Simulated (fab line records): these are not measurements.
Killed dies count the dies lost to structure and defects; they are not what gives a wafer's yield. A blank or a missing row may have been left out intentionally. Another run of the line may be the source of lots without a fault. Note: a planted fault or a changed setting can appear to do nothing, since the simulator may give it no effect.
Split-lot study ; flow n5-finfet ; 21 wafers read from 7 lots, route of 1938 steps

## SPLIT DETAILS
At N5_BEOL_M0_CUTY_COAT_51 (resist thk 150 nm), the setting spin-rpm was moved away from the recipe's 1500 rpm on 10 of the 21 wafers read, by -11.2% to +10.0%. The other wafers ran this setting at the recipe's value.

## FROM THE SPLIT TO THE READING: what the file shows between them, 4 steps
- N5_BEOL_M0_CUTY_EBR_52
- N5_BEOL_M0_CUTY_SOFTBAKE_53: time 60 s
- N5_BEOL_M0_CUTY_EXPOSE_54: exposes mask M0 ABLK
- N5_BEOL_M0_CUTY_PEB_55: peb time 60 s

## THE READING
CAR-ArF-block_of_BEOL_M0_CUTY_COAT_51.thk-nm (the simulator's own value, which no gauge read), in nm, at N5_BEOL_M0_CUTY_DEVELOP_56 (develop time 30 s). The file gives no usual value for it. Here, 11 wafers ran the recipe; their average is 148.3 nm with a standard deviation of 0.31 nm.

wafer;tool, chamber at the split;spin-rpm as run, rpm;against the recipe;CAR-ArF-block_of_BEOL_M0_CUTY_COAT_51.thk-nm, nm;against lot-mates on the recipe
L078.1;litho-track-01, 0;1650;+10.0%;141;no lot-mate on the recipe
L078.4;litho-track-01, 0;1650;+10.0%;141.2;no lot-mate on the recipe
L078.5;litho-track-01, 0;1650;+10.0%;141.6;no lot-mate on the recipe
L079.1;litho-track-03, 0;1332;-11.2%;157.4;no lot-mate on the recipe
L079.4;litho-track-03, 0;1332;-11.2%;157.4;no lot-mate on the recipe
L079.6;litho-track-03, 0;1332;-11.2%;157.4;no lot-mate on the recipe
L082.2;litho-track-05, 0;1408;-6.1%;153;+5.2
L082.5;litho-track-05, 0;1408;-6.1%;152.6;+4.8
L082.6;litho-track-05, 0;1500;recipe;147.8;-
L084.3;litho-track-03, 0;1500;recipe;148;-
L084.4;litho-track-03, 0;1500;recipe;148;-
L084.5;litho-track-03, 0;1500;recipe;148.4;-
L088.3;litho-track-01, 0;1500;recipe;148;-
L088.5;litho-track-01, 0;1391;-7.3%;154.4;+6.2
L088.6;litho-track-01, 0;1500;recipe;148.4;-
L089.2;litho-track-05, 0;1500;recipe;148.6;-
L089.5;litho-track-05, 0;1500;recipe;148;-
L089.6;litho-track-05, 0;1500;recipe;148.8;-
L090.1;litho-track-05, 0;1500;recipe;148.6;-
L090.3;litho-track-05, 0;1594;+6.3%;144;-4.5
L090.4;litho-track-05, 0;1500;recipe;148.4;-

FIT RESULTS
A straight line over all 21 wafers: CAR-ArF-block_of_BEOL_M0_CUTY_COAT_51.thk-nm changes by -0.759 nm for each +1% of spin-rpm; r = -1.00; the points scatter about the line by 0.41 nm.
The same after taking each lot's own level away (the mean of its wafers on the recipe; 15 wafers): -0.799 nm for each +1%; r = -1.00; scatter 0.28 nm.
The reading moves by 8.9 nm for the largest change in spin-rpm, on that fit.
Measured against the standard deviation above, the lots' own levels, which go from 147.80 to 148.50 nm, span 2.3 times it.
Hence the lot-to-lot level has little effect on the slope; both slopes agree.
Check: +5.72 nm against its lot-mates is what the line predicts for one of the wafers moved furthest among these (-7.3%) when that wafer is left out of the fit. It came out at +6.2 nm against them.

## ADDITIONAL SPLITS CARRIED BY THESE WAFERS
Before the reading, these wafers also passed through other splits. Each is held against what the fit with the lots' levels taken away leaves over:
other split on the same wafers;wafers away from the commonest value;r with CAR-ArF-block_of_BEOL_M0_CUTY_COAT_51.thk-nm (lot level and that fit taken away)
N5_SD_EPI_P_DEVELOP_08 develop-time-s;7;-0.18
N5_HKMG_FIN_HK_ALD_01 ald-cycles;7;-0.11
N5_HKMG_FIN_COAT_41 spin-rpm;8;+0.23
N5_GATE_CUT_COAT_27 spin-rpm;6;+0.10
N5_GATE_CUT_COAT_07 spin-rpm;5;+0.19
N5_MOL_CONTACT_COAG_ETCH_124 bias-w;10;+0.02

## THE WHOLE CHAIN: every reading that the file lists as answering this split, in the file's order
step;what it does;reading;change (the file's fit);r (the file's)
N5_BEOL_M0_CUTY_COAT_51;resist thk 150 nm;CAR-ArF-block_of_BEOL_M0_CUTY_COAT_51.thk-nm (the simulator's own value, which no gauge read);-0.806 nm for each +1% of the setting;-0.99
N5_BEOL_M0_CUTY_DEVELOP_56;develop time 30 s;CAR-ArF-block_of_BEOL_M0_CUTY_COAT_51.thk-nm (the simulator's own value, which no gauge read);-0.801 nm for each +1% of the setting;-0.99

## FILE'S OWN FIT
CAR-ArF-block_of_BEOL_M0_CUTY_COAT_51.thk-nm changes by -0.801 nm for each +1% of spin-rpm, r = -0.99.
